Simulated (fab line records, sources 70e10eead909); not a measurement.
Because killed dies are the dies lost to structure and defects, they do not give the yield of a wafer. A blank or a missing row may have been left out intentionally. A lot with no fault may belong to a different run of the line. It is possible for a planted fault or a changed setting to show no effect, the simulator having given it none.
What tool caused it? -- flow nand_harc -- 39 wafers from 13 lots sampled at 5 of the route's 1302 steps

WHAT EACH GAUGE READ, for each wafer
NHARC_END_SORT_01.
lot,measured,on,killed_at_array,killed_at_other,killed_at_periphery,killed_dies,killed_open,killed_short
L920,day 25 16:12,prober-01,24 29 16,0 0 1,1 3 3,25 32 20,4 5 3,1 3 1
L921,day 25 10:07,prober-02,47 65 40,0 1 0,7 2 1,54 68 41,1 2 2,1 4 0
L925,day 32 01:29,prober-02,42 47 54,0 0 0,0 5 4,42 52 58,3 5 5,4 4 1
L924,day 31 23:00,prober-01,55 52 64,2 1 2,10 1 6,67 54 72,6 2 5,2 2 0
L926,day 32 15:30,prober-01,48 41 46,1 2 0,22 24 26,71 67 72,6 1 2,5 0 4
L927,day 32 06:51,prober-01,42 32 39,0 1 0,28 25 34,70 58 73,1 4 6,1 0 0

EACH LOT AND THE TOOL THAT RAN IT (in order: tool; ch and the chambers of the sampled wafers; start)
lot,NHARC_P_CONTACT_ETCH_31,NHARC_P_CONTACT_STRIP_28,NHARC_P_CONTACT_DEGAS_38,NHARC_P_CONTACT_PRE_CLEAN_39
L915,"rie_diel-02 ch 0,3, day 5 04:40 or earlier","rie_diel-02 ch 0,2, day 5 04:40","pvd_sputter-02, day 5 05:19","pvd_sputter-02, day 5 05:23"
L917,"rie_diel-01 ch 1,2,3, day 5 20:43 or earlier","rie_diel-02 ch 2,3, day 5 20:43","pvd_sputter-02, day 5 21:26","pvd_sputter-02, day 5 21:31"
L920,"rie_diel-02 ch 1,3, day 7 07:22","rie_diel-01 ch 0,2,3, day 7 07:38","pvd_sputter-01, day 7 08:16","pvd_sputter-01, day 7 08:19"
L921,"rie_diel-02 ch 1,3, day 7 10:31 or earlier","rie_diel-01 ch 0,2,3, day 7 10:31","pvd_sputter-01, day 7 11:10","pvd_sputter-01, day 7 11:13"
L923,"rie_diel-01 ch 0,1,3, day 8 03:15 or earlier","rie_diel-11 ch 0,1,2, day 8 03:15","pvd_sputter-03, day 8 03:53","pvd_sputter-03, day 8 03:57"
L925,"rie_diel-11 ch 1,2,3, day 8 21:13 or earlier","rie_diel-01 ch 0,2,3, day 8 21:13","pvd_sputter-03, day 8 21:52","pvd_sputter-02, day 8 21:58"
L924,"rie_diel-11 ch 0,2,3, day 8 21:38 or earlier","rie_diel-01 ch 1,3, day 8 21:38","pvd_sputter-02, day 8 22:16","pvd_sputter-02, day 8 22:19"
L926,"rie_diel-01 ch 0,1, day 9 13:30 or earlier","rie_diel-01 ch 2,3, day 9 13:30","pvd_sputter-02, day 9 14:08","pvd_sputter-02, day 9 14:12"
L927,"rie_diel-02 ch 0,3, day 9 18:00 or earlier","rie_diel-01 ch 0,1,2, day 9 18:00","pvd_sputter-02, day 9 18:39","pvd_sputter-02, day 9 18:44"
L935,"rie_diel-02 ch 0,1,2, day 13 09:39 or earlier","rie_diel-01 ch 0,1, day 13 09:39","pvd_sputter-02, day 13 10:18","pvd_sputter-02, day 13 10:22"
L936,"rie_diel-02 ch 1,3, day 13 13:43 or earlier","rie_diel-11 ch 1,2,3, day 13 13:43","pvd_sputter-01, day 13 14:22","pvd_sputter-01, day 13 14:24"
L937,"rie_diel-11 ch 0,1,3, day 14 02:20 or earlier","rie_diel-02 ch 0,1,2, day 14 02:20","pvd_sputter-02, day 14 02:59","pvd_sputter-02, day 14 03:02"
L938,"rie_diel-11 ch 0,1,2, day 14 08:20 or earlier","rie_diel-01 ch 0,1,2, day 14 08:20","pvd_sputter-01, day 14 08:59","pvd_sputter-01, day 14 09:03"
- NHARC_P_CONTACT_ETCH_31: etches the open film in CH3F/O2, target depth 30 nm, time 85.7 s.
- NHARC_P_CONTACT_STRIP_28: strips in O2.
- NHARC_P_CONTACT_DEGAS_38: time 60 s.
- NHARC_P_CONTACT_PRE_CLEAN_39: time 19.5 s.

WHAT THE TOOLS THEMSELVES READ (means of the sampled wafers that have a number; where no wafer has one, the mark that the record gives instead)
NHARC_P_CONTACT_ETCH_31.
lot,tool,drypump_motor_current_A (A),oes_product_au (a.u.),rf_vpp_V (V),showerhead_plenum_p_Torr (Torr),throttle_valve_pct (%)
L915,rie_diel-02,6.4,0.967,244.4,2.48,20.664
L917,rie_diel-01,5.4,0.985,243.5,2.39,20.660
L920,rie_diel-02,6.2,0.980,244.2,2.51,20.659
L921,rie_diel-02,6.2,0.989,245.9,2.51,20.664
L923,rie_diel-01,5.6,0.983,244.0,2.44,20.670
L925,rie_diel-11,5.7,0.981,245.0,2.53,20.661
L924,rie_diel-11,5.6,0.978,245.9,2.55,20.668
L926,rie_diel-01,5.4,0.980,243.7,2.43,20.657
L927,rie_diel-02,6.4,0.996,244.7,2.47,20.650
L935,rie_diel-02,6.1,0.986,243.2,2.44,20.663
L936,rie_diel-02,6.2,0.962,244.5,2.51,20.663
L937,rie_diel-11,5.7,0.939,245.3,2.53,20.667
L938,rie_diel-11,5.8,0.981,245.5,2.49,20.657

NHARC_P_CONTACT_STRIP_28.
lot,tool,drypump_motor_current_A (A),oes_product_au (a.u.),rf_vpp_V (V),showerhead_plenum_p_Torr (Torr),throttle_valve_pct (%)
L915,rie_diel-02,5.9,1.007,57.5,3.42,17.034
L917,rie_diel-02,5.9,0.998,57.8,3.51,17.038
L920,rie_diel-01,5.8,0.996,56.9,3.55,17.031
L921,rie_diel-01,5.8,1.003,58.1,3.55,17.036
L923,rie_diel-11,5.8,1.007,58.0,3.58,17.044
L925,rie_diel-01,5.8,1.009,58.3,3.55,17.037
L924,rie_diel-01,5.3,0.998,57.7,3.39,17.040
L926,rie_diel-01,5.6,0.997,58.0,3.45,17.035
L927,rie_diel-01,5.6,1.001,57.1,3.54,17.028
L935,rie_diel-01,5.8,1.001,57.9,3.60,17.028
L936,rie_diel-11,5.7,0.997,57.7,3.63,17.035
L937,rie_diel-02,6.1,1.008,58.0,3.51,17.034
L938,rie_diel-01,5.6,0.999,57.1,3.54,17.043

NHARC_P_CONTACT_DEGAS_38.
lot,tool,heater_power_w (W)
L915,pvd_sputter-02,447
L917,pvd_sputter-02,458
L920,pvd_sputter-01,479
L921,pvd_sputter-01,442
L923,pvd_sputter-03,499
L925,pvd_sputter-03,440
L924,pvd_sputter-02,450
L926,pvd_sputter-02,430
L927,pvd_sputter-02,415
L935,pvd_sputter-02,446
L936,pvd_sputter-01,460
L937,pvd_sputter-02,433
L938,pvd_sputter-01,461

THE ANSWER, worked out from the rows above alone
Rule: usual is defined by the lots themselves. Put in order of their means at a reading, lots are off if they are a third of the lots or fewer, leave a main group of 4 or more, and stand apart from it by a gap of 3 or more times the standard deviation of the main group's means; of several such gaps the widest counts. Not used: any main group whose means are identical at the precision the tables above print for the reading. A lot without any number at a reading at which 4 lots or more have one is off too. All remaining lots with rows at the step are treated as sound. First the gauges in route order, then the tools' own readings, where a lot's mean is used as printed above. At the first step where some lot is off, the reading lying furthest off is the one used; lots without a number count as furthest.
Off: L926, L927 (NHARC_END_SORT_01, killed_at_periphery). Main group: mean 4, sd 1.3. Neither off nor sound, because the step has no rows for them: L915, L917, L923, L935, L936, L937, L938.
A tool fits if, at a process step before that reading, it ran every lot that is off, and no sound lot after the first of them. Gauges at NHARC_END_SORT_01: tried the same way as those tools. NHARC_P_CONTACT_ETCH_31: start missing for some lots; hours and lot order therefore follow NHARC_P_CONTACT_STRIP_28. Can't be told from this: 3 tools fit, rie_diel-01 at NHARC_P_CONTACT_STRIP_28, pvd_sputter-02 at NHARC_P_CONTACT_DEGAS_38 and NHARC_P_CONTACT_PRE_CLEAN_39, prober-01 at NHARC_END_SORT_01.

WHAT THE SIMULATOR HAD PUT IN
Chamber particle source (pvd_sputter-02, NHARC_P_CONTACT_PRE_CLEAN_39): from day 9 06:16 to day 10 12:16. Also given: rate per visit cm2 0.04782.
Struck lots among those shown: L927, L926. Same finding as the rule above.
